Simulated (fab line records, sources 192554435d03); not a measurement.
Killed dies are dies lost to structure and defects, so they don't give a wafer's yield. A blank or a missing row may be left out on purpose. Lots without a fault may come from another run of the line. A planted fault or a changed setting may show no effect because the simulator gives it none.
Split-lot experiment | flow n5_finfet | 7 lots, 39 wafers read, on a route of 1938 steps

THE SPLIT
At N5_ILD0_ALD_15 (deposits SiNx, target thk 24 nm, pulse time 1 s, ald cycles 480), the setting ald_cycles was moved away from the recipe's 480 on 12 of the 39 wafers read, by -37.5% to +32.5%. The other wafers ran this setting at the recipe's value.

The reading is taken at the split's own step.

THE READING
SiNx_of_ILD0_ALD_15.thk_nm (the simulator's own value, which no gauge read), in nm, at N5_ILD0_ALD_15 (deposits SiNx, target thk 24 nm, pulse time 1 s, ald cycles 480). The file gives no usual value for it. The 27 wafers here that ran the recipe average 24.0 nm, standard deviation 0.11 nm.

wafer  | tool, chamber at the split | ald_cycles as run | against the recipe | SiNx_of_ILD0_ALD_15.thk_nm, nm | against lot-mates on the recipe
L078.1 | ald_sin-01, 3,0,2,2,3      | 480               | recipe             | 24                             | -
L078.2 | ald_sin-01, 3,0,2,2,3      | 480               | recipe             | 24                             | -
L078.3 | ald_sin-01, 3,0,2,2,3      | 480               | recipe             | 24                             | -
L078.4 | ald_sin-01, 3,0,2,2,3      | 480               | recipe             | 24                             | -
L078.5 | ald_sin-01, 3,0,2,2,3      | 480               | recipe             | 24                             | -
L078.6 | ald_sin-01, 0              | 480               | recipe             | 24.2                           | -
L081.1 | ald_sin-01, 1,0            | 636               | +32.5%             | 31.8                           | +7.9
L081.2 | ald_sin-01, 1,0            | 636               | +32.5%             | 31.8                           | +7.9
L081.3 | ald_sin-01, 3,2            | 480               | recipe             | 24                             | -
L081.6 | ald_sin-01, 3,2            | 480               | recipe             | 24                             | -
L081.4 | ald_sin-01, 2              | 636               | +32.5%             | 31.6                           | +7.7
L081.5 | ald_sin-01, 3              | 480               | recipe             | 23.8                           | -
L082.1 | ald_sin-03, 2              | 480               | recipe             | 24.2                           | -
L082.2 | ald_sin-03, 0              | 616               | +28.3%             | 30.8                           | +6.8
L082.3 | ald_sin-03, 3              | 480               | recipe             | 24                             | -
L082.4 | ald_sin-03, 1              | 480               | recipe             | 23.8                           | -
L082.5 | ald_sin-03, 1              | 616               | +28.3%             | 30.6                           | +6.6
L082.6 | ald_sin-03, 2              | 616               | +28.3%             | 31                             | +7.0
L084.1 | ald_sin-03, 3              | 314               | -34.6%             | 15.8                           | -8.2
L084.2 | ald_sin-03, 1,0,3          | 480               | recipe             | 24                             | -
L084.5 | ald_sin-03, 1,0,3          | 480               | recipe             | 24                             | -
L084.6 | ald_sin-03, 1,0,3          | 480               | recipe             | 24                             | -
L084.3 | ald_sin-03, 0,1            | 314               | -34.6%             | 15.6                           | -8.4
L084.4 | ald_sin-03, 0,1            | 314               | -34.6%             | 15.6                           | -8.4
L093.1 | ald_sin-02, 1              | 480               | recipe             | 23.8                           | -
L093.2 | ald_sin-02, 3              | 480               | recipe             | 24                             | -
L093.6 | ald_sin-02, 3              | 480               | recipe             | 24                             | -
L093.3 | ald_sin-02, 2,0,2          | 480               | recipe             | 24.2                           | -
L093.4 | ald_sin-02, 2,0,2          | 480               | recipe             | 24.2                           | -
L093.5 | ald_sin-02, 2,0,2          | 480               | recipe             | 24.2                           | -
L095.1 | ald_sin-01, 1,2,0          | 480               | recipe             | 24                             | -
L095.3 | ald_sin-01, 1,2,0          | 480               | recipe             | 24                             | -
L095.4 | ald_sin-01, 1,2,0          | 480               | recipe             | 24                             | -
L095.2 | ald_sin-01, 3              | 300               | -37.5%             | 15                             | -9.0
L095.5 | ald_sin-01, 3              | 300               | -37.5%             | 15                             | -9.0
L095.6 | ald_sin-01, 0              | 300               | -37.5%             | 15.2                           | -8.8
L096.1 | ald_sin-02, 3              | 480               | recipe             | 24                             | -
L096.6 | ald_sin-02, 3              | 480               | recipe             | 24                             | -
L096.4 | ald_sin-02, 2              | 480               | recipe             | 24.2                           | -
Where a row lists several chambers, the file gives one row for several wafers and doesn't say which wafer went through which chamber.

THE FIT
A straight line over all 39 wafers: SiNx_of_ILD0_ALD_15.thk_nm changes by +0.239 nm for each +1% of ald_cycles; r = +1.00; the points scatter about the line by 0.12 nm.
The same after taking each lot's own level away (the mean of its wafers on the recipe; 39 wafers): +0.24 nm for each +1%; r = +1.00; scatter 0.11 nm.
On that fit, the largest move of ald_cycles shifts the reading by 9 nm.
The lots' own levels span 23.93 to 24.07 nm, that is 1.2 times the standard deviation above.
So the lot-to-lot level changes the slope little: the two slopes agree.
Check: with one of the wafers moved furthest among these (-37.5%) left out of the fit, the line predicts -8.98 nm for it against its lot-mates. It came out at -9 nm against them.

OTHER SPLITS ON THESE WAFERS
These wafers also went through other splits before the reading. Each is held against what the fit with the lots' levels taken away leaves over:
other split on the same wafers | wafers away from the commonest value | r with SiNx_of_ILD0_ALD_15.thk_nm (lot level and that fit taken away)
N5_FIN_SAQP_PECVD_48 time_s    | 12                                   | -0.04

THE WHOLE CHAIN: every reading that the file lists as answering this split, in the file's order
step           | what it does                                                           | reading                                                                     | change (the file's fit)              | r (the file's)
N5_ILD0_ALD_15 | deposits SiNx, target thk 24 nm, pulse time 1 s, ald cycles 480        | SiNx_of_ILD0_ALD_15.thk_nm (the simulator's own value, which no gauge read) | +0.24 nm for each +1% of the setting | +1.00
N5_ILD0_CMP_12 | polishes SiNx, stops on poly-Si, t overpolish 6 s, target thk 17.67 nm | time_to_endpoint_s                                                          | withheld for each +1% of the setting | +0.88

THE FILE'S OWN FIT
SiNx_of_ILD0_ALD_15.thk_nm changes by +0.24 nm for each +1% of ald_cycles, r = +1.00.
